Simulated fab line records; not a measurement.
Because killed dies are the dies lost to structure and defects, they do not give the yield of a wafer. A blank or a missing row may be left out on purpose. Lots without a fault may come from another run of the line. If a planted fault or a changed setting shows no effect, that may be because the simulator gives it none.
Matching of chambers | flow n5-finfet | N5_MOL_CONTACT_COAG_STRIP_96 on rie-diel-01: 4 sister chambers
The step strips in N2/H2. 4 wafers are shown with their chamber, then 7 later ones without.

== WAFERS, EACH WITH ITS CHAMBER ==
wafer  | chamber | drypump-motor-current-A (A)
L086.3 | 3       | 5.3
L089.6 | 1       | 5.1
L090.1 | 2       | 6.5
L090.3 | 0       | 4.9

== WAFERS WHOSE CHAMBER IS MISSING ==
wafer  | drypump-motor-current-A (A)
L090.5 | 5.1
L094.1 | 6.5
L094.5 | 5.1
L094.6 | 4.9
L095.1 | 6.4
L095.4 | 5.3
L095.5 | 5.1

== WHICH CHAMBER EACH ONE RAN IN ==
wafer  | from the rows above | in truth
L090.5 | 1                   | 1
L094.1 | 2                   | 2
L094.5 | 1                   | 1
L094.6 | 0                   | 0
L095.1 | 2                   | 2
L095.4 | 3                   | 3
L095.5 | 1                   | 1
Correctly placed: 7 of 7. Left unplaced by these rows: 0. Placed wrongly: 0.
How it was worked out, from the rows above alone: a wafer's distance from a chamber is the root of the sum, over the readings, of the square of ((its reading less the chamber's mean) divided by the reading's scatter). If the next closest chamber is less than 2 further off than the closest, the wafer can't be placed; otherwise it belongs to the closest. For every chamber, the mean is computed from those of its wafers that are shown. The scatter: with one shown wafer a chamber, the root of the mean of the squares of how far each hidden wafer lies from its nearest shown one.
